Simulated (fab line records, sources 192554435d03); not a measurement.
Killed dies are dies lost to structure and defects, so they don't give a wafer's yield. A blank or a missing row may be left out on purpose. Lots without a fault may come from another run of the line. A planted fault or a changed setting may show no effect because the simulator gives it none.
fab line records | flow n5_finfet
record lots=24 wafers=72 last_day=18
route steps=1938 shown BEOL_M10@1503 BEOL_M11@1569
lots that met no fault: from a run of the same line without faults
start_h: hours from the record's first day to the start of the lot's first wafer shown | wait_h: hours since the lot's step before | " the same as in the row above | L1.1+2: a row that stands for several wafers | - no value, or no start given | * or withheld: withheld | < > ~ a bound
route shown NAME@n: a module of which the file shows steps, and the number in the route of the first | usual: mean/standard deviation of fault-free wafers | same: alike in all rows | chamber/n: place in a boat | sites: the reading at each site | _std_site: their standard deviation | _edge_site: outer sites' mean less inner sites' | radius_mm: how far each site lies from the wafer's centre | mask NAME#n: copy n | behind: the tool/chamber that last shaped the wafer | hold: why the lot was held/for how many hours/how that ended | device: the transistor (n, p or np) that didn't switch | end of line: the same wafers' tests at the end of the route | a step without rows: its recipe alone | killed: dies lost to structure and defects at the first sort, not the wafer's yield | map: a wafer's dies, x killed, . not, _ none there
set.NAME: the setting as run; set.NAME@STEP: as run at that earlier step | model.NAME: the simulator's own value behind a step, which no gauge read
steps of the route over a sample of lots; a table a step, a row a wafer
services: from which hour (start_h, from the record's first day; less than 0 if before it) a tool's chamber was out of use, for how many hours, and why
## steps
# step N5_BEOL_M10_OVL_MEAS_29
# recipe points_per_wafer=44
# usual V9_OVL=0.1/0.57
# columns lot.wafer tool chamber start_h wait_h V9_OVL[nm]
L075.1 overlay-02 0 227.30 0.0 0.6
L075.3 " 0 " " 0.3
L075.5 " 0 " " 0.4
L074.2 overlay-02 0 230.21 0.0 -0.1
L074.3 " 0 " " 0.3
L074.6 " 0 " " -0.1
L076.2 overlay-02 0 239.09 0.0 -0.7
L076.3 " 0 " " -0.9
L076.5 " 0 " " -0.1
L077.3 overlay-01 0 247.31 0.0 0.2
L077.5 " 0 " " 0.5
L077.6 " 0 " " 0.2
L078.2 overlay-02 0 252.39 0.0 -0.6
L078.4 " 0 " " -0.2
L078.6 " 0 " " -0.3
L080.1 overlay-02 0 265.09 0.0 -0.3
L080.3 " 0 " " -0.7
L080.5 " 0 " " -0.5
L081.1 overlay-02 0 273.02 0.0 0.8
L081.3 " 0 " " 0.7
L081.6 " 0 " " 1.0
L079.2 overlay-02 0 273.19 0.0 0.5
L079.3 " 0 " " 0.9
L079.6 " 0 " " -0.1
L083.3 overlay-01 0 277.07 0.0 0.4
L083.4 " 0 " " 0.9
L083.5 " 0 " " -0.2
L082.2 overlay-02 0 285.56 0.0 -0.9
L082.3 " 0 " " 0.3
L082.5 " 0 " " -0.2
L084.1 overlay-01 0 293.59 0.0 -0.2
L084.2 " 0 " " 0.9
L084.4 " 0 " " 0.6
L085.2 overlay-01 0 302.15 0.0 0.0
L085.3 " 0 " " 0.1
L085.5 " 0 " " -0.4
L086.1 overlay-02 0 302.31 0.0 0.4
L086.4 " 0 " " -0.2
L086.6 " 0 " " -0.6
L089.4 overlay-01 0 312.56 0.0 0.0
L089.5 " 0 " " 0.2
L089.6 " 0 " " 0.6
L087.1 overlay-02 0 312.85 0.0 0.2
L087.4 " 0 " " 0.6
L087.5 " 0 " " 0.8
L088.2 overlay-02 0 312.89 0.0 0.0
L088.5 " 0 " " 0.2
L088.6 " 0 " " 0.4
L090.1 overlay-01 0 320.06 0.0 -0.6
L090.2 " 0 " " 0.3
L090.6 " 0 " " -0.5
L091.1 overlay-01 0 320.23 0.0 0.1
L091.3 " 0 " " 0.5
L091.5 " 0 " " 0.7
L094.1 overlay-01 0 336.42 0.0 0.4
L094.5 " 0 " " 0.7
L094.6 " 0 " " 0.8
L092.1 overlay-01 0 336.63 0.0 0.6
L092.2 " 0 " " -0.5
L092.6 " 0 " " -0.6
L093.1 overlay-01 0 340.42 0.0 -1.2
L093.4 " 0 " " -0.3
L093.5 " 0 " " -1.2
L095.1 overlay-01 0 358.44 0.0 0.1
L095.2 " 0 " " -0.1
L095.4 " 0 " " 0.6
L096.2 overlay-01 0 360.68 0.0 0.5
L096.3 " 0 " " -0.7
L096.5 " 0 " " -0.2
L097.1 overlay-02 0 373.96 0.0 0.6
L097.3 " 0 " " 0.6
L097.5 " 0 " " -0.5
# step N5_BEOL_M10_CD_MEAS_35
# recipe target_cd_nm=70 polarity=opening
# usual cd_nm=70.0/0.62
# columns lot.wafer tool chamber start_h wait_h cd_nm
L075.1 cd_sem-03 - 228.00 0.0 69.5
L075.3 " - " " 70.4
L075.5 " - " " 69.0
L074.2 cd_sem-03 - 230.92 0.0 69.8
L074.3 " - " " 69.6
L074.6 " - " " 69.3
L076.2 cd_sem-01 - 239.80 0.0 70.3
L076.3 " - " " 70.5
L076.5 " - " " 70.6
L077.3 cd_sem-02 - 248.02 0.0 69.9
L077.5 " - " " 70.6
L077.6 " - " " 69.9
L078.2 cd_sem-01 - 253.76 0.0 69.7
L078.4 " - " " 70.6
L078.6 " - " " 70.7
L080.1 cd_sem-03 - 265.79 0.0 69.9
L080.3 " - " " 69.8
L080.5 " - " " 70.3
L081.1 cd_sem-02 - 273.73 0.0 70.9
L081.3 " - " " 70.1
L081.6 " - " " 70.0
L079.2 cd_sem-03 - 273.91 0.0 69.2
L079.3 " - " " 69.6
L079.6 " - " " 68.9
L083.3 cd_sem-03 - 277.78 0.0 68.6
L083.4 " - " " 69.9
L083.5 " - " " 68.7
L082.2 cd_sem-03 - 286.27 0.0 70.6
L082.3 " - " " 70.8
L082.5 " - " " 70.7
L084.1 cd_sem-02 - 294.29 0.0 69.3
L084.2 " - " " 69.8
L084.4 " - " " 68.8
L085.2 cd_sem-01 - 302.85 0.0 69.4
L085.3 " - " " 69.2
L085.5 " - " " 71.0
L086.1 cd_sem-02 - 303.02 0.0 71.2
L086.4 " - " " 71.0
L086.6 " - " " 70.5
L089.4 cd_sem-03 - 313.28 0.0 69.3
L089.5 " - " " 69.9
L089.6 " - " " 69.3
L087.1 cd_sem-03 - 313.85 0.0 70.4
L087.4 " - " " 71.1
L087.5 " - " " 70.9
L088.2 cd_sem-02 - 313.87 0.0 70.1
L088.5 " - " " 70.3
L088.6 " - " " 70.0
L090.1 cd_sem-02 - 320.77 0.0 69.8
L090.2 " - " " 69.4
L090.6 " - " " 68.9
L091.1 cd_sem-02 - 320.94 0.0 70.6
L091.3 " - " " 70.5
L091.5 " - " " 69.3
L094.1 cd_sem-03 - 337.13 0.0 70.1
L094.5 " - " " 70.6
L094.6 " - " " 69.9
L092.1 cd_sem-03 - 337.34 0.0 70.1
L092.2 " - " " 70.7
L092.6 " - " " 70.4
L093.1 cd_sem-01 - 341.20 0.0 69.5
L093.4 " - " " 70.2
L093.5 " - " " 69.2
L095.1 cd_sem-02 - 359.17 0.0 71.6
L095.2 " - " " 71.2
L095.4 " - " " 70.8
L096.2 cd_sem-03 - 361.39 0.0 70.6
L096.3 " - " " 70.3
L096.5 " - " " 69.5
L097.1 cd_sem-02 - 374.66 0.0 70.1
L097.3 " - " " 69.7
L097.5 " - " " 70.4
# step N5_BEOL_M10_DEGAS_44
# recipe ambient=vacuum temp_c=250 time_s=60
# usual heater_power_w=345/36
# same time_s=60
# columns lot.wafer tool chamber start_h wait_h heater_power_w
L075.1 pvd_sputter-01 - 228.63 0.3 379
L075.3 " - " " 356
L075.5 " - " " 357
L074.2 pvd_sputter-02 - 231.31 0.3 364
L074.3 " - " " 307
L074.6 " - " " 323
L076.2 pvd_sputter-01 - 240.30 0.4 361
L076.3 " - " " 279
L076.5 " - " " 395
L077.3 pvd_sputter-01 - 248.43 0.2 388
L077.5 " - " " 353
L077.6 " - " " 372
L078.2 pvd_sputter-01 - 258.21 4.3 393
L078.4 " - " " 384
L078.6 " - " " 282
L080.1 pvd_sputter-03 - 266.29 0.4 340
L080.3 " - " " 358
L080.5 " - " " 371
L081.1 pvd_sputter-01 - 274.48 0.6 353
L081.3 " - " " 276
L081.6 " - " " 370
L079.2 pvd_sputter-03 - 274.49 0.4 364
L079.3 " - " " 340
L079.6 " - " " 341
L083.3 pvd_sputter-02 - 278.46 0.5 313
L083.4 " - " " 257
L083.5 " - " " 320
L082.2 pvd_sputter-02 - 286.73 0.3 305
L082.3 " - " " 267
L082.5 " - " " 313
L084.1 pvd_sputter-01 - 294.73 0.3 388
L084.2 " - " " 378
L084.4 " - " " 271
L085.2 pvd_sputter-03 - 303.50 0.5 367
L085.3 " - " " 342
L085.5 " - " " 368
L086.1 pvd_sputter-03 - 303.58 0.5 343
L086.4 " - " " 357
L086.6 " - " " 371
L089.4 pvd_sputter-01 - 313.70 0.2 377
L089.5 " - " " 279
L089.6 " - " " 381
L087.1 pvd_sputter-01 - 314.66 0.6 389
L087.4 " - " " 282
L087.5 " - " " 392
L088.2 pvd_sputter-01 - 314.86 0.7 397
L088.5 " - " " 370
L088.6 " - " " 356
L090.1 pvd_sputter-01 - 321.59 0.7 372
L090.2 " - " " 353
L090.6 " - " " 355
L091.1 pvd_sputter-01 - 321.77 0.6 375
L091.3 " - " " 350
L091.5 " - " " 282
L094.1 pvd_sputter-03 - 338.04 0.8 356
L094.5 " - " " 351
L094.6 " - " " 366
L092.1 pvd_sputter-03 - 338.12 0.7 346
L092.2 " - " " 352
L092.6 " - " " 342
L093.1 pvd_sputter-03 - 341.77 0.5 344
L093.4 " - " " 369
L093.5 " - " " 351
L095.1 pvd_sputter-03 - 359.60 0.3 353
L095.2 " - " " 373
L095.4 " - " " 346
L096.2 pvd_sputter-01 - 362.21 0.7 351
L096.3 " - " " 375
L096.5 " - " " 374
L097.1 pvd_sputter-03 - 375.33 0.6 350
L097.3 " - " " 365
L097.5 " - " " 348
# step N5_BEOL_M10_DEP_56
# recipe material=SiCN target_thk_a=150 temp_c=withheld precursor=3MS/NH3 pressure_torr=3 rf_w=202 time_s=26.5
# usual chamber_pressure_Torr=2.999/0.0072 showerhead_plenum_p_Torr=3.660/0.013 throttle_valve_pct=8.8/0.45
# same time_s=26.5
# columns lot.wafer tool chamber start_h wait_h chamber_pressure_Torr showerhead_plenum_p_Torr throttle_valve_pct
L075.1 pecvd-04 0 234.80 0.0 2.992 3.665 8.2
L075.3 " 1 " " 2.989 3.680 9.5
L075.5 " 0 " " 3.002 3.669 8.5
L074.2 pecvd-01 2 235.86 0.0 3.002 3.664 8.3
L074.3 " 0 " " 3.017 3.651 8.4
L074.6 " 0 " " 3.005 3.642 8.1
L076.2 pecvd-04 2 243.82 0.0 3.005 3.659 8.1
L076.3 " 0 " " 2.993 3.669 8.4
L076.5 " 2 " " 2.987 3.667 8.2
L077.3 pecvd-01 1 250.95 0.0 3.011 3.648 8.7
L077.5 " 2 " " 2.986 3.661 8.5
L077.6 " 0 " " 3.006 3.658 8.1
L078.2 pecvd-04 1 260.32 0.0 3.010 3.668 9.2
L078.4 " 2 " " 2.995 3.664 8.3
L078.6 " 0 " " 2.998 3.666 8.5
L080.1 pecvd-01 1 267.80 0.0 3.002 3.647 8.7
L080.3 " 2 " " 2.994 3.656 8.2
L080.5 " 0 " " 2.986 3.641 8.1
L081.1 pecvd-01 0 276.44 0.0 2.994 3.647 8.3
L081.3 " 1 " " 3.008 3.645 8.7
L081.6 " 1 " " 2.997 3.634 9.0
L079.2 pecvd-02 1 276.50 0.0 2.989 3.668 9.5
L079.3 " 2 " " 2.992 3.643 9.2
L079.6 " 2 " " 2.990 3.640 9.0
L083.3 pecvd-01 2 280.74 0.0 2.999 3.665 8.3
L083.4 " 1 " " 3.012 3.639 8.8
L083.5 " 2 " " 3.000 3.659 8.5
L082.2 pecvd-02 2 288.39 0.0 3.015 3.642 9.1
L082.3 " 0 " " 2.999 3.669 9.1
L082.5 " 1 " " 3.002 3.668 9.4
L084.1 pecvd-04 2 298.32 0.0 3.006 3.669 8.3
L084.2 " 1 " " 3.003 3.684 9.6
L084.4 " 0 " " 3.007 3.665 8.4
L085.2 pecvd-02 0 305.92 0.0 2.985 3.674 9.1
L085.3 " 2 " " 2.994 3.646 9.1
L085.5 " 0 " " 2.995 3.682 9.3
L086.1 pecvd-04 1 306.31 0.0 2.995 3.668 9.2
L086.4 " 2 " " 2.997 3.669 8.7
L086.6 " 0 " " 3.012 3.658 8.7
L089.4 pecvd-02 2 316.13 0.0 2.988 3.636 9.1
L089.5 " 1 " " 3.006 3.670 9.6
L089.6 " 0 " " 3.006 3.678 9.3
L087.1 pecvd-01 2 317.19 0.0 3.008 3.665 8.3
L087.4 " 2 " " 2.998 3.656 8.6
L087.5 " 1 " " 2.998 3.653 8.6
L088.2 pecvd-01 0 317.39 0.0 3.009 3.651 8.1
L088.5 " 0 " " 2.999 3.642 8.0
L088.6 " 1 " " 3.009 3.648 9.0
L090.1 pecvd-01 2 323.29 0.0 2.996 3.658 8.6
L090.2 " 1 " " 2.984 3.633 8.8
L090.6 " 1 " " 2.997 3.647 8.8
L091.1 pecvd-04 0 323.39 0.0 3.006 3.659 8.4
L091.3 " 2 " " 3.006 3.673 8.1
L091.5 " 0 " " 2.999 3.659 8.5
L094.1 pecvd-04 1 341.79 0.0 2.993 3.680 9.6
L094.5 " 2 " " 2.996 3.662 8.1
L094.6 " 0 " " 2.989 3.667 8.5
L092.1 pecvd-04 2 342.08 0.0 3.003 3.657 8.5
L092.2 " 0 " " 2.998 3.658 8.7
L092.6 " 1 " " 3.003 3.680 9.7
L093.1 pecvd-01 0 343.38 0.0 3.001 3.644 8.6
L093.4 " 1 " " 2.988 3.641 8.7
L093.5 " 2 " " 2.997 3.650 8.3
L095.1 pecvd-02 2 362.86 0.0 3.000 3.644 8.9
L095.2 " 0 " " 3.009 3.673 9.3
L095.4 " 1 " " 2.999 3.661 9.2
L096.2 pecvd-04 0 363.93 0.0 2.994 3.655 8.7
L096.3 " 2 " " 2.994 3.664 8.2
L096.5 " 1 " " 3.008 3.678 9.6
L097.1 pecvd-04 1 377.18 0.0 3.003 3.671 9.4
L097.3 " 0 " " 3.003 3.670 8.7
L097.5 " 2 " " 2.999 3.663 8.2
# step N5_BEOL_M11_OVL_MEAS_29
# recipe points_per_wafer=44
# usual V10_OVL=-0.3/0.63
# columns lot.wafer tool chamber start_h wait_h V10_OVL[nm]
L075.1 overlay-01 0 237.01 0.0 0.4
L075.3 " 0 " " 0.7
L075.5 " 0 " " 0.5
L074.2 overlay-02 0 238.18 0.0 -0.4
L074.3 " 0 " " -0.2
L074.6 " 0 " " -0.9
L076.2 overlay-02 0 247.19 0.0 -0.3
L076.3 " 0 " " 0.5
L076.5 " 0 " " 0.4
L077.3 overlay-02 0 258.34 0.0 -0.8
L077.5 " 0 " " -0.2
L077.6 " 0 " " 0.0
L078.2 overlay-01 0 265.21 0.0 -0.9
L078.4 " 0 " " -0.9
L078.6 " 0 " " -0.8
L080.1 overlay-01 0 273.02 0.0 0.3
L080.3 " 0 " " -0.7
L080.5 " 0 " " -1.3
L079.2 overlay-01 0 282.84 0.0 -0.1
L079.3 " 0 " " 0.7
L079.6 " 0 " " 1.4
L081.1 overlay-01 0 283.01 0.0 -0.1
L081.3 " 0 " " -1.2
L081.6 " 0 " " -0.3
L083.3 overlay-01 0 285.69 0.0 0.4
L083.4 " 0 " " -0.1
L083.5 " 0 " " 0.8
L082.2 overlay-01 0 292.44 0.0 0.0
L082.3 " 0 " " -0.2
L082.5 " 0 " " -0.6
L084.1 overlay-01 0 305.53 0.0 -1.1
L084.2 " 0 " " -0.1
L084.4 " 0 " " -1.0
L085.2 overlay-02 0 308.99 0.0 -0.4
L085.3 " 0 " " -0.3
L085.5 " 0 " " -0.2
L086.1 overlay-01 0 309.44 0.0 0.5
L086.4 " 0 " " -0.3
L086.6 " 0 " " 0.8
L089.4 overlay-01 0 320.06 0.0 -0.8
L089.5 " 0 " " -1.0
L089.6 " 0 " " -0.3
L088.2 overlay-02 0 321.88 0.0 -0.5
L088.5 " 0 " " -0.2
L088.6 " 0 " " -0.1
L087.1 overlay-02 0 326.44 0.0 0.2
L087.4 " 0 " " -0.7
L087.5 " 0 " " 0.4
L091.1 overlay-01 0 328.91 0.0 -0.7
L091.3 " 0 " " -0.5
L091.5 " 0 " " -1.4
L090.1 overlay-01 0 329.08 0.0 -0.9
L090.2 " 0 " " 0.2
L090.6 " 0 " " -0.3
L092.1 overlay-01 0 346.02 0.0 -0.7
L092.2 " 0 " " 0.2
L092.6 " 0 " " -0.2
L094.1 overlay-01 0 346.19 0.0 -0.1
L094.5 " 0 " " -0.1
L094.6 " 0 " " -0.5
L093.1 overlay-02 0 347.72 0.0 -0.7
L093.4 " 0 " " -1.3
L093.5 " 0 " " 0.0
L095.1 overlay-02 0 367.30 0.0 -0.7
L095.2 " 0 " " -0.4
L095.4 " 0 " " 0.7
L096.2 overlay-01 0 367.66 0.0 -0.4
L096.3 " 0 " " -0.7
L096.5 " 0 " " -0.6
L097.1 overlay-02 0 382.12 0.0 0.7
L097.3 " 0 " " 0.4
L097.5 " 0 " " 0.1
# step N5_BEOL_M11_STRIP_36
# recipe chemistry=N2/H2 power_w=450 temp_c=40 pressure_mtorr=20 rf_frequency_hz=6e+07 overash_fraction=0.3 bias_power_w=7 h2_frac=0.5 n2_flow_sccm=200 h2_flow_sccm=200
# usual drypump_motor_current_A=5.7/0.46 oes_product_au=0.80/0.096 power_w=450.0/1.5 rf_vpp_V=59.0/1.9 showerhead_plenum_p_Torr=2.54/0.1 temp_c=39.99/0.11 throttle_valve_pct=23.6/0.3
# columns lot.wafer tool chamber start_h wait_h drypump_motor_current_A oes_product_au power_w rf_hours_counter_h rf_vpp_V showerhead_plenum_p_Torr temp_c throttle_valve_pct
L075.1 rie_diel-06 1 237.34 0.0 5.6 0.76 448.5 144 54.9 2.36 40.03 23.8
L075.3 " 3 " " 6.2 0.71 448.6 248 60.9 2.49 40.07 23.7
L075.5 " 2 " " 4.8 0.89 446.3 - 58.9 2.70 39.94 23.4
L074.2 rie_diel-06 0 238.51 0.0 5.6 0.72 449.5 209 58.3 2.61 39.95 23.8
L074.3 " 3 " " 6.1 0.71 451.6 249 58.2 2.48 40.07 23.7
L074.6 " 0 " " 5.6 0.72 451.7 - 59.9 2.61 39.85 23.8
L076.2 rie_diel-06 1 247.52 0.0 5.6 0.77 447.8 148 59.8 2.36 40.06 23.8
L076.3 " 0 " " 5.6 0.72 450.6 212 56.9 2.61 39.88 23.8
L076.5 " 1 " " 5.5 0.76 449.5 - 58.8 2.36 40.09 23.8
L077.3 rie_diel-06 2 258.67 0.0 4.8 0.87 451.1 36 62.0 2.70 40.19 23.4
L077.5 " 1 " " 5.5 0.76 451.4 - 56.1 2.36 40.24 23.8
L077.6 " 2 " " 4.8 0.87 449.7 - 60.6 2.70 40.21 23.4
L078.2 rie_diel-01 1 265.84 0.0 6.4 0.73 449.9 188 59.4 2.53 39.93 23.9
L078.4 " 1 " " 6.4 0.73 449.5 - 60.2 2.53 39.89 23.9
L078.6 " 0 " " 6.2 0.69 448.0 - 56.8 2.39 39.96 24.0
L080.1 rie_diel-06 0 273.35 0.0 5.6 0.71 451.2 220 57.5 2.61 39.99 23.8
L080.3 " 1 " " 5.6 0.75 452.6 155 60.8 2.35 39.99 23.8
L080.5 " 0 " " 5.6 0.73 449.6 - 59.5 2.61 39.99 23.8
L079.2 rie_diel-04 2 283.17 0.0 5.9 0.81 451.4 86 60.6 2.55 39.99 23.3
L079.3 " 3 " " 6.0 0.95 449.7 4 58.4 2.59 39.83 23.2
L079.6 " 2 " " 5.9 0.82 451.4 - 59.7 2.55 40.13 23.3
L081.1 rie_diel-04 2 283.63 0.0 5.9 0.82 449.1 86 55.7 2.55 39.85 23.3
L081.3 " 0 " " 5.3 0.74 453.3 208 58.8 2.61 39.98 23.7
L081.6 " 2 " " 5.9 0.81 450.5 - 57.6 2.55 39.98 23.3
L083.3 rie_diel-04 2 286.02 0.0 5.9 0.81 450.8 87 59.9 2.55 40.20 23.3
L083.4 " 3 " " 6.0 0.91 448.4 - 60.9 2.60 39.93 23.1
L083.5 " 0 " " 5.4 0.72 450.6 - 58.7 2.61 39.81 23.6
L082.2 rie_diel-06 1 292.77 0.0 5.5 0.76 447.0 161 58.1 2.35 39.89 23.8
L082.3 " 2 " " 4.8 0.87 449.2 47 58.0 2.69 39.88 23.4
L082.5 " 0 " " 5.6 0.70 450.4 - 61.5 2.60 40.02 23.8
L084.1 rie_diel-04 0 305.90 0.0 5.3 0.70 450.3 216 62.1 2.60 39.69 23.6
L084.2 " 3 " " 6.0 0.90 450.1 12 58.9 2.59 40.02 23.2
L084.4 " 2 " " 5.9 0.81 447.8 94 61.2 2.55 40.12 23.3
L085.2 rie_diel-06 2 310.08 0.0 4.8 0.85 451.6 53 61.4 2.69 39.78 23.4
L085.3 " 3 " " 6.2 0.91 449.6 18 62.0 2.48 40.14 23.4
L085.5 " 3 " " 6.1 0.92 449.5 - 58.2 2.48 40.13 23.4
L086.1 rie_diel-01 0 310.39 0.0 6.2 0.68 451.4 237 56.6 2.38 40.05 24.0
L086.4 " 2 " " 5.1 0.73 449.5 176 55.0 2.62 40.14 23.6
L086.6 " 0 " " 6.3 0.68 448.3 - 59.7 2.38 40.04 24.0
L089.4 rie_diel-04 0 320.39 0.0 5.3 0.71 449.9 221 60.6 2.60 39.93 23.7
L089.5 " 1 " " 5.4 0.98 449.9 - 56.0 2.61 39.95 24.4
L089.6 " 2 " " 5.9 0.80 452.9 - 59.2 2.54 40.14 23.2
L088.2 rie_diel-06 1 322.37 0.0 5.5 0.73 449.6 171 57.4 2.35 39.95 23.8
L088.5 " 1 " " 5.5 0.76 448.5 - 60.7 2.35 39.87 23.8
L088.6 " 0 " " 5.6 0.71 449.3 - 59.0 2.60 39.93 23.8
L087.1 rie_diel-06 3 326.79 0.0 6.2 0.90 449.5 23 58.1 2.48 39.98 23.4
L087.4 " 0 " " 5.6 0.72 450.7 236 60.1 2.60 40.03 23.8
L087.5 " 3 " " 6.2 0.89 448.1 - 61.1 2.47 39.98 23.4
L091.1 rie_diel-06 3 329.24 0.0 6.1 0.90 452.5 24 61.3 2.48 40.02 23.4
L091.3 " 0 " " 5.6 0.70 450.3 237 61.6 2.60 39.91 23.9
L091.5 " 2 " " 4.8 0.84 450.9 - 64.8 2.69 40.09 23.4
L090.1 rie_diel-01 3 329.99 0.0 5.9 0.96 448.6 14 56.6 2.50 40.06 23.4
L090.2 " 2 " " 5.1 0.74 449.3 181 58.7 2.62 40.18 23.6
L090.6 " 0 " " 6.2 0.68 447.4 - 58.5 2.38 40.05 24.0
L092.1 rie_diel-06 0 346.35 0.0 5.6 0.71 451.5 243 57.3 2.60 40.05 23.8
L092.2 " 2 " " 4.8 0.85 451.1 64 57.9 2.69 40.12 23.4
L092.6 " 1 " " 5.5 0.73 448.6 - 55.9 2.34 39.91 23.8
L094.1 rie_diel-04 3 346.52 0.0 6.0 0.89 450.5 25 60.8 2.59 40.10 23.2
L094.5 " 2 " " 5.9 0.78 448.2 - 58.8 2.54 39.91 23.3
L094.6 " 3 " " 6.0 0.87 453.4 - 57.9 2.59 40.21 23.1
L093.1 rie_diel-01 1 348.05 0.0 6.4 0.72 449.1 217 58.8 2.52 39.91 23.9
L093.4 " 3 " " 6.0 0.93 449.3 20 58.6 2.49 40.02 23.4
L093.5 " 3 " " 6.0 0.93 451.3 - 60.8 2.49 39.71 23.4
L095.1 rie_diel-04 1 367.63 0.0 5.4 0.94 451.9 19 59.0 2.60 39.98 24.4
L095.2 " 0 " " 5.3 0.69 450.9 237 56.4 2.59 40.02 23.6
L095.4 " 2 " " 5.9 0.78 449.1 115 59.2 2.54 39.97 23.3
L096.2 rie_diel-01 2 367.99 0.0 5.1 0.74 450.8 194 57.2 2.61 39.90 23.6
L096.3 " 3 " " 5.9 0.94 448.2 27 58.7 2.49 40.17 23.4
L096.5 " 3 " " 5.9 0.91 451.0 - 56.3 2.49 39.97 23.4
L097.1 rie_diel-01 0 382.45 0.0 6.3 0.99 449.3 2 60.7 2.69 39.89 23.6
L097.3 " 3 " " 6.0 0.92 449.3 31 60.8 2.49 40.07 23.4
L097.5 " 0 " " 6.2 0.98 450.6 - 59.1 2.69 39.94 23.6
## services
# columns tool chamber start_h hours kind
pecvd-04 2 205.86 5.5 scheduled_down
pecvd-04 0 229.33 - calibration
rie_diel-06 3 242.81 - clean
rie_diel-06 3 242.81 - consumable_replace:focus_ring
rie_diel-06 3 242.81 17.0 scheduled_down
rie_diel-06 3 242.81 17.0 vent_cycle
rie_diel-01 2 244.51 16.5 repair
pecvd-02 2 252.11 3.4 repair
pvd_sputter-03 - 254.06 7.5 repair
pecvd-02 - 257.22 1.5 repair
rie_diel-06 0 287.07 4.0 repair
rie_diel-01 1 288.75 1.8 repair
pecvd-04 1 321.45 16.5 scheduled_down
rie_diel-01 2 333.70 4.4 repair
rie_diel-01 3 341.29 5.2 repair
pecvd-02 2 346.08 11.0 repair
pecvd-01 - 348.71 0.8 repair
pvd_sputter-01 - 351.60 5.5 repair
rie_diel-01 1 352.93 1.8 repair
rie_diel-04 1 357.76 5.1 repair
rie_diel-06 0 368.32 - clean
rie_diel-06 0 368.32 - consumable_replace:focus_ring
rie_diel-06 0 368.32 10.8 scheduled_down
rie_diel-06 0 368.32 10.8 vent_cycle
## key
fault none
